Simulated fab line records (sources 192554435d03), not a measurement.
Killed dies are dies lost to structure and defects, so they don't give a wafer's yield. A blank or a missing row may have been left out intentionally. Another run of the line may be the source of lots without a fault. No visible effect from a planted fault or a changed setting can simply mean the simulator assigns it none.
fab line records	flow n5Finfet
[record] lots = 5	wafers = 13	lastDay = 18
route steps=1938 shown HKMG_FIN@458 GATE_CUT@465 PASSIVATION@1936
lots with no fault: from the same line, run without faults
startH: hours from the record's opening day to when the first of the lot's shown wafers began	waitH: hours elapsed since this lot's preceding step	" repeats the value in the row above	L1.1+2: a single row standing in for several wafers	- either no value or no given start	* or withheld: withheld	< > ~ a bound
route shown NAME@n: names a module that has steps shown in the file, with the first one's number in the route	usual: mean and standard deviation over wafers with no fault	same: alike in all rows	chamber/n: place in a boat	sites: each site's reading	_std_site: their standard deviation	_edge_site: inner sites' mean taken away from outer sites' mean	radiusMm: for every site, how far away it sits from the centre of the wafer	mask NAME#n: copy n	behind: the tool/chamber that last shaped the wafer	hold: reason for holding the lot/hours on hold/outcome of the hold	device: transistor that didn't switch, given as n, p or np	end of line: the tests these same wafers got at the end of their route	where a step has no rows: the recipe by itself	killed: at the first sort, the dies lost to defects and structure; wafer yield is something else	map: dies across one wafer; x = killed, . = not, _ = none there
set.NAME: the setting the step ran with; set.NAME@STEP: the setting that earlier step ran with	model.NAME: the simulator's own value behind a step, which no gauge read
certain route steps with their lots: each step a table, each wafer a row
services: a tool's chamber out of use, with start hour (startH, from the record's first day; less than 0 if before it), hours out, and reason
[[steps]]
[step N5_HKMG_FIN_W_FILL_22]
[recipe] material = W	targetThkA = 600	tempC = 400	pressureTorr = 39.4	timeS = 18.2
[step N5_HKMG_FIN_PRECLEAN_83]
[recipe] chemistry = DIW	timeS = 57.5	tempC = 23
[step N5_HKMG_FIN_SRD_84]
[recipe] dryTimeS = 32	dry = n2Spin	spinRpm = 1500
[step N5_HKMG_FIN_CMP_23]
[recipe] stopOn = SiNx	tOverpolishS = 10	postCmpClean = rinseOnly	downForcePsi = 4	platenRpm = 50.289	padVelocityMS = 1.0006	targetThkNm = 46.326
[step N5_HKMG_FIN_CMP_94]
[recipe] stopOn = SiNx	postCmpClean = wDiluteNh4oh	tOverpolishS = 4.7	downForcePsi = 4	platenRpm = 50.289	padVelocityMS = 1.0006	targetThkNm = 43.299
[step N5_HKMG_FIN_INSPECT_28]
[recipe] inspectInstrument = darkfield	mode = postCmp
[usual] rawDefectCount = 40/16
lot.wafer	tool	chamber	startH	waitH	rawDefectCount
L682.1	defectInspect-01	-	121.53	0.0	41
L682.3	"	-	"	"	46
L683.1	defectInspect-01	-	127.79	0.0	42
L683.3	"	-	"	"	97
L683.5	"	-	"	"	64
L685.3	defectInspect-01	-	135.07	0.0	29
L685.6	"	-	"	"	19
L689.1	defectInspect-02	-	156.83	0.0	33
L689.3	"	-	"	"	33
L689.6	"	-	"	"	31
L697.2	defectInspect-01	-	214.58	0.0	53
L697.4	"	-	"	"	75
L697.6	"	-	"	"	39
[step N5_GATE_CUT_ETCHBACK_00]
[recipe] chemistry = SF6/Cl2	target = W	pressureMtorr = 8	icpW = 900	biasW = 80	SF6_flow_sccm = 40	Cl2_flow_sccm = 60
[usual] drypumpMotorCurrentA = 5.9/0.35	oesProductAu = 0.82/0.064	throttleValvePct = 27.35/0.26
lot.wafer	tool	chamber	startH	waitH	drypumpMotorCurrentA	oesProductAu	rfHoursCounterH	throttleValvePct
L682.1	rieMetal-01	0	121.57	0.0	6.1	0.75	54	27.13
L682.3	"	1	"	"	5.6	0.86	-	27.55
L683.1	rieMetal-03	0	127.83	0.0	6.3	0.86	16	27.02
L683.3	"	1	"	"	5.8	0.80	-	27.68
L683.5	"	1	"	"	5.9	0.80	-	27.69
L685.3	rieMetal-01	1	135.14	0.1	5.6	0.86	-	27.56
L685.6	"	1	"	"	5.6	0.85	-	27.54
L689.1	rieMetal-01	1	156.87	0.0	5.6	0.86	15	27.56
L689.3	"	1	"	"	5.6	0.84	-	27.56
L689.6	"	0	"	"	6.2	0.75	-	27.14
L697.2	rieMetal-02	1	214.61	0.0	5.4	0.86	21	27.52
L697.4	"	1	"	"	5.4	0.87	-	27.52
L697.6	"	1	"	"	5.3	0.85	-	27.52
[step N5_GATE_CUT_ETCH_56]
[recipe] chemistry = Cl2/Ar	target = TiN	targetDepthA = 216	pressureMtorr = 10	icpW = 600	biasW = 60	Cl2_flow_sccm = 40	Ar_flow_sccm = 60
[step N5_GATE_CUT_ETCHBACK_30]
[recipe] chemistry = Cl2/Ar	target = TiN	targetDepthA = 30	mode = isotropic	pressureMtorr = 10	icpW = 600	biasW = 60	Cl2_flow_sccm = 40	Ar_flow_sccm = 60
[step N5_GATE_CUT_VAPOR_ETCH_60]
[recipe] chemistry = BCl3/Cl2	target = HfO2	mode = isotropic
[step N5_GATE_CUT_ETCH_58]
[recipe] chemistry = CH3F/O2	target = SiNx	targetDepthA = 170	timeS = 128.6	ionEnergyEv = 50	pressureMtorr = 30	sourceW = 415	biasW = 21	Ar_flow_sccm = 150	CH3F_flow_sccm = 30	O2_flow_sccm = 20
[step N5_GATE_CUT_STRIP_59]
[recipe] chemistry = N2/H2	timeS = 20	powerW = 100	tempC = 40	pressureMtorr = 100	rfFrequencyHz = 6e+07	biasPowerW = 3	n2FlowSccm = 300	h2FlowSccm = 300
[usual] drypumpMotorCurrentA = 5.6/0.38	oesProductAu = 0.76/0.079	rfVppV = 45.3/0.8	showerheadPlenumPTorr = 3.42/0.088	tempC = 40.00/0.11	throttleValvePct = 12.29/0.29
lot.wafer	tool	chamber	startH	waitH	drypumpMotorCurrentA	oesProductAu	rfHoursCounterH	rfVppV	showerheadPlenumPTorr	tempC	throttleValvePct
L682.1	rieDiel-03	1	121.96	0.1	4.9	0.68	249	44.8	3.33	39.89	12.67
L682.3	"	0	"	"	5.6	0.63	247	45.8	3.32	39.88	12.34
L683.1	rieDiel-03	2	128.22	0.1	5.6	0.87	58	45.7	3.40	39.98	11.83
L683.3	"	3	"	"	6.0	0.82	124	44.4	3.39	39.71	12.29
L683.5	"	2	"	"	5.6	0.87	-	46.4	3.40	40.14	11.83
L685.3	rieDiel-03	3	135.68	0.1	6.0	0.81	128	46.3	3.39	39.99	12.30
L685.6	"	2	"	"	5.6	0.87	-	45.5	3.39	39.94	11.84
L689.1	rieDiel-02	3	157.26	0.1	5.1	0.70	223	45.3	3.35	40.06	12.48
L689.3	"	1	"	"	6.6	0.72	189	44.4	3.35	39.90	12.33
L689.6	"	1	"	"	6.5	0.71	-	45.5	3.35	39.91	12.32
L697.2	rieDiel-02	3	215.01	0.1	5.1	0.69	239	44.7	3.34	40.02	12.55
L697.4	"	0	"	"	5.5	0.80	109	45.6	3.28	39.98	12.26
L697.6	"	3	"	"	5.1	0.69	-	45.5	3.34	40.03	12.53
[step N5_GATE_CUT_PRECLEAN_31]
[recipe] tempC = 23	chemistry = DIW	timeS = 300
[step N5_GATE_CUT_SRD_32]
[recipe] timeS = 30	tempC = 23	rinseLiquid = diw	dry = ipaMarangoni
[step N5_GATE_CUT_SAC_CAP_01]
[recipe] material = SiNx	targetThkA = 240	tempC = 400	aldPrecursorFamily = SiH2I2	aldCoReactant = N2/H2-plasma	pulseTimeS = 1	aldCycles = 480	purgeTimeS = 2	coReactantPurgeTimeS = 2	pressureTorr = 2
[usual] heaterPowerW = 841/70	precursorPulseHeightRel = 1.001/0.02
lot.wafer	tool	chamber	startH	waitH	heaterPowerW	precursorPulseHeightRel
L682.1	aldSin-03	0	122.34	0.2	890	0.982
L682.3	"	1	"	"	906	1.010
L683.1	aldSin-01	0	128.54	0.0	774	0.991
L683.3	"	3	"	"	852	0.980
L683.5	"	3	129.62	1.1	864	1.000
L685.3	aldSin-04	3	137.67	1.8	753	0.991
L685.6	"	3	138.76	2.9	735	1.010
L689.1	aldSin-01	0	157.48	0.0	800	0.990
L689.3	"	3	"	"	848	0.992
L689.6	"	1	158.56	1.1	947	1.028
L697.2	aldSin-01	1	215.22	0.0	952	0.994
L697.4	"	0	"	"	801	1.027
L697.6	"	3	216.31	1.1	862	0.989
[step N5_GATE_CUT_PECVD_57]
[recipe] material = SiNx	targetThkA = 210	tempC = 400	precursor = SiH4/NH3/N2	pressureTorr = 1.5	rfW = 300
[usual] heaterPowerW = 784/93	showerheadPlenumPTorr = 5.11/0.048	throttleValvePct = 40.1/2.8
lot.wafer	tool	chamber	startH	waitH	heaterPowerW	showerheadPlenumPTorr	throttleValvePct
L682.1	pecvd-02	2	124.53	1.1	799	5.20	40.6
L682.3	"	1	"	"	713	5.15	40.1
L683.1	pecvd-01	0	130.73	1.1	844	5.04	45.8
L683.3	"	2	"	"	701	5.10	37.0
L683.5	"	0	"	"	845	5.05	45.5
L685.3	pecvd-04	0	139.87	1.1	902	5.17	36.5
L685.6	"	2	"	"	793	5.06	38.2
L689.1	pecvd-02	2	159.67	1.1	888	5.19	40.2
L689.3	"	0	"	"	638	5.07	39.0
L689.6	"	0	"	"	643	5.06	39.6
L697.2	pecvd-04	0	217.42	1.1	814	5.15	36.9
L697.4	"	1	"	"	907	5.06	38.6
L697.6	"	2	"	"	734	5.08	39.0
[step N5_GATE_CUT_CMP_02]
[recipe] stopOn = SiO2	tOverpolishS = 12.7	postCmpClean = alkalineBrush	downForcePsi = 2.5	platenRpm = 51.8	padVelocityMS = 1.0307	targetThkNm = 0
[step N5_GATE_CUT_HM_DEP_46]
[recipe] material = SiO2	targetThkA = 1300	tempC = 400	precursor = TEOS/O2	pressureTorr = 6.5	rfW = 900	teosFlowSccm = 161.4	gas = O2	flowSccm = 2650	timeS = 26.6
[step N5_GATE_CUT_COAT_34]
[recipe] resist = SOC	tempC = 250	timeS = 60	spinRpm = 1500	resistThkNm = 60
[step N5_GATE_CUT_COAT_35]
[recipe] resist = SiARC	tempC = 220	timeS = 60	spinRpm = 1500	resistThkNm = 10
[step N5_GATE_CUT_COAT_27]
[recipe] resist = underlayer	tempC = 205	timeS = 60	spinRpm = 1500	resistThkNm = 10
[step N5_GATE_CUT_COAT_07]
[recipe] resist = CAR-EUV	spinRpm = 1500	resistThkNm = 30
[step N5_GATE_CUT_EBR_09]
[recipe] solvent = PGMEA	ebrWidthMm = 1.5
[step N5_GATE_CUT_SOFTBAKE_08]
[recipe] tempC = 110	timeS = 60	resist = CAR-EUV
[step N5_GATE_CUT_EXPOSE_10]
[recipe] maskId = GATE_CUT	na = 0.33	sourceShape = annular	sigmaInner = 0.35	sigmaOuter = 0.8	polarization = unpolarized	targetCdNm = 20	doseMj = 43.25
[step N5_GATE_CUT_PEB_11]
[recipe] pebTempC = 100	pebTimeS = 60	resist = CAR-EUV
[step N5_GATE_CUT_DEVELOP_12]
[recipe] developTimeS = 30	developer = TMAH	resist = CAR-EUV	rinseLiquid = surfactantRinse	dry = airSpin	devTempC = 23
[step N5_GATE_CUT_CD_MEAS_13]
[recipe] targetCdNm = 20	landingEnergyEv = 500	detector = seInlens
[usual] cdNm = 20.08/0.27
lot.wafer	tool	chamber	startH	waitH	cdNm
L682.1	cdSem-03	0	125.27	-	20.35
L682.3	"	0	"	"	20.03
L683.1	cdSem-03	0	131.47	-	20.37
L683.3	"	0	"	"	20.26
L683.5	"	0	"	"	20.35
L685.3	cdSem-03	0	140.61	-	20.21
L685.6	"	0	"	"	20.61
L689.1	cdSem-03	0	160.55	-	20.47
L689.3	"	0	"	"	19.74
L689.6	"	0	"	"	20.28
L697.2	cdSem-01	0	218.18	-	19.79
L697.4	"	0	"	"	20.00
L697.6	"	0	"	"	20.18
[step N5_GATE_CUT_OVL_MEAS_14]
[recipe] pointsPerWafer = 522
[usual] GATE_CUT_OVL = 0.0/0.56
lot.wafer	tool	chamber	startH	waitH	GATE_CUT_OVL[nm]
L682.1	overlay-01	0	125.31	0.0	0.2
L682.3	"	0	"	"	-0.3
L683.1	overlay-01	0	131.50	0.0	-0.2
L683.3	"	0	"	"	-0.2
L683.5	"	0	"	"	-0.7
L685.3	overlay-01	0	140.65	0.0	0.5
L685.6	"	0	"	"	-0.5
L689.1	overlay-01	0	160.58	0.0	0.1
L689.3	"	0	"	"	-0.3
L689.6	"	0	"	"	-0.4
L697.2	overlay-01	0	218.21	0.0	0.7
L697.4	"	0	"	"	-0.5
L697.6	"	0	"	"	0.1
[step N5_GATE_CUT_DESCUM_18]
[recipe] chemistry = O2	timeS = 7	sourcePowerW = 50	biasPowerW = 20	pressureMtorr = 20	rfFrequencyHz = 2.712e+07	tempC = 40	resist = CAR-EUV	o2FlowSccm = 225
[step N5_GATE_CUT_ETCH_28]
[recipe] chemistry = N2/H2	target = underlayer	targetDepthA = 130	maskMaterial = CAR-EUV	timeS = 10.4	ionEnergyEv = 200	pressureMtorr = 30	sourceW = 840	biasW = 150	n2FlowSccm = 200	h2FlowSccm = 200	ends = cleared
[usual] drypumpMotorCurrentA = 5.6/0.45	etchRfOnTimeS = 10.5/0.34	oesProductAu = 0.66/0.077	rfVppV = 524.3/2	showerheadPlenumPTorr = 2.56/0.066	throttleValvePct = 17.90/0.28
lot.wafer	tool	chamber	startH	waitH	drypumpMotorCurrentA	etchRfOnTimeS	oesProductAu	rfHoursCounterH	rfVppV	showerheadPlenumPTorr	throttleValvePct
L682.1	rieDiel-03	0	125.44	0.0	5.6	10.8	0.56	248	523.2	2.50	17.92
L682.3	"	1	"	"	4.9	10.7	0.57	250	522.3	2.50	18.23
L683.1	rieDiel-04	1	131.76	0.0	5.8	11.0	0.58	196	523.1	2.55	18.47
L683.3	"	2	"	"	5.6	10.2	0.72	69	528.4	2.69	17.72
L683.5	"	3	"	"	5.2	10.4	0.61	-	526.4	2.65	18.06
L685.3	rieDiel-04	2	140.77	0.0	5.6	10.2	0.73	72	527.5	2.69	17.71
L685.6	"	3	"	"	5.2	10.4	0.60	-	526.9	2.65	18.08
L689.1	rieDiel-02	1	160.92	0.0	6.5	10.1	0.64	190	523.4	2.52	17.92
L689.3	"	3	"	"	5.1	10.6	0.59	224	521.6	2.52	18.06
L689.6	"	1	"	"	6.5	10.2	0.64	-	523.9	2.52	17.90
L697.2	rieDiel-04	1	218.33	0.0	5.7	10.7	0.58	218	522.1	2.54	18.52
L697.4	"	2	"	"	5.6	9.9	0.71	92	528.4	2.68	17.73
L697.6	"	0	"	"	6.0	11.3	0.58	-	526.0	2.64	18.25
[step N5_GATE_CUT_ETCH_36]
[recipe] chemistry = CF4	target = SiARC	targetDepthA = 130	maskMaterial = CAR-EUV	timeS = 21.7	ionEnergyEv = 80	pressureMtorr = 40	sourceW = 545	biasW = 36	Ar_flow_sccm = 100	cf4FlowSccm = 100	ends = cleared
[step N5_GATE_CUT_ETCH_37]
[recipe] chemistry = N2/H2	target = SOC	targetDepthA = 600	overetchA = 120	maskMaterial = SiARC	tempC = 40	timeS = 90	ionEnergyEv = 200	pressureMtorr = 30	sourceW = 840	biasW = 150	n2FlowSccm = 200	h2FlowSccm = 200
[step N5_GATE_CUT_STRIP_38]
[recipe] chemistry = N2/H2	tempC = 40	n2FlowSccm = 200	h2FlowSccm = 200	rfFrequencyHz = 6e+07
[step N5_GATE_CUT_STRIP_39]
[recipe] chemistry = N2/H2	tempC = 40	n2FlowSccm = 200	h2FlowSccm = 200	rfFrequencyHz = 6e+07
[step N5_GATE_CUT_HM_OPEN_40]
[recipe] chemistry = C4F6/O2	target = SiO2	maskMaterial = SiARC	targetDepthA = 1390	timeS = 85.1	ionEnergyEv = 250	pressureMtorr = 30	sourceW = 345	biasW = 185	Ar_flow_sccm = 300	C4F6_flow_sccm = 10	O2_flow_sccm = 10	ends = cleared
[usual] C4F6_flow_sccm = 10.004/0.028	O2_flow_sccm = 10.00/0.031	drypumpMotorCurrentA = 5.6/0.45	etchRfOnTimeS = 95.0/2.9	oes_f_703_au = 0.76/0.078	oesProductAu = 0.70/0.081	rfVppV = 664/18	showerheadPlenumPTorr = 2.88/0.078	throttleValvePct = 21.02/0.23
lot.wafer	tool	chamber	startH	waitH	C4F6_flow_sccm	O2_flow_sccm	drypumpMotorCurrentA	etchRfOnTimeS	oes_f_703_au	oesProductAu	rfHoursCounterH	rfVppV	showerheadPlenumPTorr	throttleValvePct
L682.1	rieDiel-03	0	125.57	0.0	10.030	10.06	5.6	96.2	0.66	0.59	248	683	2.80	21.01
L682.3	"	1	"	"	10.000	10.02	4.9	95.8	0.66	0.61	250	666	2.81	21.28
L683.1	rieDiel-04	1	131.89	0.0	9.973	9.98	5.7	94.1	0.69	0.62	196	665	2.85	21.46
L683.3	"	2	"	"	9.997	10.03	5.6	91.4	0.84	0.76	69	667	3.04	21.08
L683.5	"	3	"	"	10.019	10.01	5.2	96.9	0.72	0.63	-	659	2.98	21.24
L685.3	rieDiel-04	2	140.90	0.0	9.992	9.96	5.6	93.0	0.84	0.75	72	666	3.04	21.08
L685.6	"	3	"	"	10.040	10.03	5.2	97.3	0.72	0.64	-	656	2.98	21.22
L689.1	rieDiel-02	1	161.05	0.0	10.021	10.00	6.5	95.8	0.75	0.65	190	668	2.84	20.97
L689.3	"	3	"	"	9.997	10.00	5.1	97.4	0.70	0.62	224	634	2.84	21.30
L689.6	"	1	"	"	10.032	9.99	6.5	97.0	0.75	0.66	-	669	2.83	20.99
L697.2	rieDiel-04	1	218.46	0.0	10.018	9.99	5.8	96.6	0.67	0.62	218	666	2.84	21.51
L697.4	"	2	"	"	10.017	10.03	5.6	92.9	0.81	0.75	92	666	3.03	21.10
L697.6	"	0	"	"	9.959	9.94	6.0	102.7	0.69	0.62	-	643	2.92	21.09
[step N5_GATE_CUT_STRIP_41]
[recipe] chemistry = CF4	resist = SiARC	powerW = 300	biasPowerW = 75	pressureMtorr = 50	cf4FlowSccm = 150	rfFrequencyHz = 6e+07
[step N5_GATE_CUT_STRIP_42]
[recipe] chemistry = O2	powerW = 400	tempC = 40	pressureMtorr = 30	rfFrequencyHz = 6e+07	biasPowerW = 0	overashFraction = 0.3	o2FlowSccm = 225
[step N5_GATE_CUT_ETCH_19]
[recipe] chemistry = CH3F/O2	target = SiNx	maskMaterial = SiO2	targetDepthA = 537	timeS = 76.7	pressureMtorr = 30	sourceW = 395	biasW = 73	Ar_flow_sccm = 150	CH3F_flow_sccm = 30	O2_flow_sccm = 20	ionEnergyEv = 120	ends = cleared
[step N5_PASSIVATION_PROBE_49]
[usual] defectLimitedYield = 91.0/1.4	killed_at_M0_to_M3 = 36/9.6	killed_at_M4_up = 14/6.1	killedAtContacts = 13/6.6	killedAtFrontEnd = 40/11	killedAtOther = 3.2/2.9	killedDies = 106/17	killedOnRim = 14/3.9	killedOpen = 71/12	killedShort = 33/7.3	sort_bin_5_function = 5.3/1	sort_bin_6_memory = 3.4/0.68	sortNPass = 1073/19	sortYieldPct = 91.0/1.6
[same] grossDies = 1180	killedAtBackSide = 0	sort_bin_4_leakage[%] = 0	sort_bin_8_speed[%] = 0
lot.wafer	tool	chamber	startH	waitH	defectLimitedYield[%]	killed_at_M0_to_M3	killed_at_M4_up	killedAtContacts	killedAtFrontEnd	killedAtOther	killedDies	killedOnRim	killedOpen	killedShort	sort_bin_5_function[%]	sort_bin_6_memory[%]	sortNPass	sortYieldPct[%]
L689.1	prober-02	-	365.94	0.0	92.5	26	14	19	26	4	89	10	64	24	4.2	3.0	1091	92.5
L689.3	prober-02	-	366.04	0.1	92.5	25	11	23	27	2	88	8	62	26	4.7	2.6	1092	92.5
L689.6	prober-02	-	366.19	0.3	90.7	39	23	8	34	6	110	15	76	33	6.0	3.1	1070	90.7
L697.2	prober-02	-	443.25	0.1	87.0	38	23	8	82	2	153	34	65	39	7.6	4.0	1027	87.0
L697.6	prober-02	-	443.45	0.3	85.1	42	25	5	99	5	176	31	98	35	9.8	4.2	1004	85.1
// killed by level:class
L689.1 MOL_CONTACT_COAG:geometricParticle:open=14 BEOL_M4:geometricParticle:open=10 BEOL_M0_SAQP:geometricParticle:short=8 BEOL_M2:geometricParticle:open=7 STI_FIN_REVEAL:geometricParticle:open=5 DUMMY_GATE:geometricParticle:open=5 MOL_CONTACT_COAG:geometricParticle:short=5 BEOL_M1:geometricParticle:open=5
L689.3 MOL_CONTACT_COAG:geometricParticle:open=21 STI_FIN_REVEAL:geometricParticle:open=8 BEOL_M0_SAQP:geometricParticle:short=7 BEOL_M0_SAQP:geometricParticle:open=6 FIN_SAQP:geometricParticle:short=4 STARTING-WAFER:geometricParticle:short=4 BEOL_M5:geometricParticle:open=4 ILD0:geometricParticle:open=3
L689.6 BEOL_M0_SAQP:geometricParticle:open=11 FIN_SAQP:geometricParticle:open=9 BEOL_M4:geometricParticle:open=9 BEOL_M3:geometricParticle:open=8 BEOL_M2:geometricParticle:open=7 STI_FIN_REVEAL:geometricParticle:open=6 GATE_CUT:geometricParticle:short=5 BEOL_M1:geometricParticle:open=5
L697.2 GATE_CUT:unspecified=44 BEOL_M2:geometricParticle:open=11 BEOL_M4:geometricParticle:open=11 GATE_CUT:geometricParticle:short=10 BEOL_M2:geometricParticle:short=8 FIN_SAQP:geometricParticle:open=7 MOL_CONTACT_COAG:geometricParticle:open=6 BEOL_M0_SAQP:geometricParticle:short=5
L697.6 GATE_CUT:unspecified=42 BEOL_M4:geometricParticle:open=14 FIN_SAQP:geometricParticle:open=11 GATE_CUT:geometricParticle:open=10 STI_FIN_REVEAL:geometricParticle:open=9 BEOL_M3:geometricParticle:open=9 BEOL_M1:geometricParticle:open=8 BEOL_M2:geometricParticle:open=7
// map L697.6 (x killed, . not)
_________________xxxxxxxxx.x.________________
______________.xxxxxxxxxxxxx.x.._____________
___________.x...xxxxxxxxxx.......x.__________
__________.......xxxxxxxx..x...x.x.._________
________...x...x..xxx.x...xx.......x.._______
_______.........x...............x...x..______
______...........x.......x..........x..x_____
_____.....x.x......................x.....____
____...x.........x.........x..............___
___.....x.x......x.......................x.__
___....................x......x....x.......__
__......xx....x..x.............x...x...x...x_
__..................x.....x............x..x._
_......x.........xxx........x.x.........x....
_...x............x...........x..........x....
_xx...x...................x......x...........
_..x.....x....x...x.................x..x.....
_............................................
_.x.............xx.x.x......xx...............
_......xx...............x....x...............
_..........x..................x.x.......xx...
__.....x.....................x...x.x...x..x._
__x......x.................x.x.............x_
___............x.....x.......xx..........x.__
___.......x......x.xx......................__
____......x............x...........x...x..___
_____............x.....x......x..........____
______..........x.x.......x..x.........._____
_______.x........................x....x______
________...x.............x..........x._______
__________...........x....x....xx.xx_________
___________.....x...x............x.__________
______________.....x......x....._____________
_________________..x.x.......________________
// map L689.6 (x killed, . not)
_________________.....x......________________
______________......x..x....x..._____________
___________........................__________
__________.....x.......x.........x.._________
________.....................x....x..._______
_______................................______
______...........................x.x...x_____
_____...........................x.x......____
____...............x..x...................___
___..x...x...................x.............__
___....x...x.....................x.........__
__....xx......x.......x.x.............x....._
__.....x......x.......x....................._
_.......................x............x.......
_....xx......x..x................x........x..
_x...............x......x.....x.......x.x...x
_.x.x.....x.x...........x..x....x............
_...............................x...x.......x
_..x.x..x...........................x....x...
_xx...x...x..xx.............x......xx........
_.......x...xx......x........x.......x.......
__........x..x.............................._
__............................x.........x..x_
___...x............x..x....................__
___.x..................x..........x........__
____.......x....x..xx.................x...___
_____..........x.......................x.____
______...................xx.........x..._____
_______............x.....x........xx...______
________...............x.x............_______
__________............x............._________
___________...x..................xx__________
______________........x.....x..._____________
_________________..........x.________________
[[services]]
tool	chamber	startH	hours	kind
rieDiel-04	3	100.75	14.7	repair
rieMetal-01	-	101.67	1.4	repair
rieDiel-03	2	103.34	6.7	repair
aldSin-01	0	106.54	14.0	repair
pecvd-02	1	110.01	3.6	repair
rieDiel-04	0	119.99	13.8	repair
rieDiel-02	-	124.83	14.6	pm
rieDiel-03	1	126.17	-	clean
rieDiel-03	1	126.17	-	consumableReplace:focusRing
rieDiel-03	1	126.17	11.5	scheduledDown
rieDiel-03	1	126.17	11.5	ventCycle
pecvd-02	-	130.82	1.2	repair
rieMetal-01	0	136.47	5.0	repair
rieDiel-03	0	137.79	-	clean
rieDiel-03	0	137.79	-	consumableReplace:focusRing
rieDiel-03	0	137.79	18.6	scheduledDown
pecvd-02	-	141.10	1.4	repair
aldSin-03	3	143.82	2.7	repair
pecvd-04	-	163.46	0.9	repair
pecvd-04	-	164.40	5.5	pm
aldSin-04	3	178.63	5.6	repair
pecvd-04	-	197.69	1.0	repair
rieDiel-04	3	200.03	2.9	repair
rieDiel-03	2	218.45	2.0	repair
[[key]]
[firstSign] step = N5_PASSIVATION_PROBE_49	reading = killedAtFrontEnd	direction = up	sigmas = 4.6	usual = 40	struck = 90
[effect] step = N5_PASSIVATION_PROBE_49	reading = defectLimitedYield	direction = down	sigmas = 3.5	usual = 91.0	struck = 86.1
[moreKillsBornAt] N5_GATE_CUT_STRIP_59@rieDiel-02 = 86
metAt N5_GATE_CUT_STRIP_59
struckWafers L697.2,L697.6
onsetBetween 157.26 215.01
[fault] kind = chamberParticleSource	tool = rieDiel-02	chamber = 3	onsetH = 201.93	steps = N5_GATE_CUT_STRIP_59	ratePerVisitCm2 = 0.56919	endH = 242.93
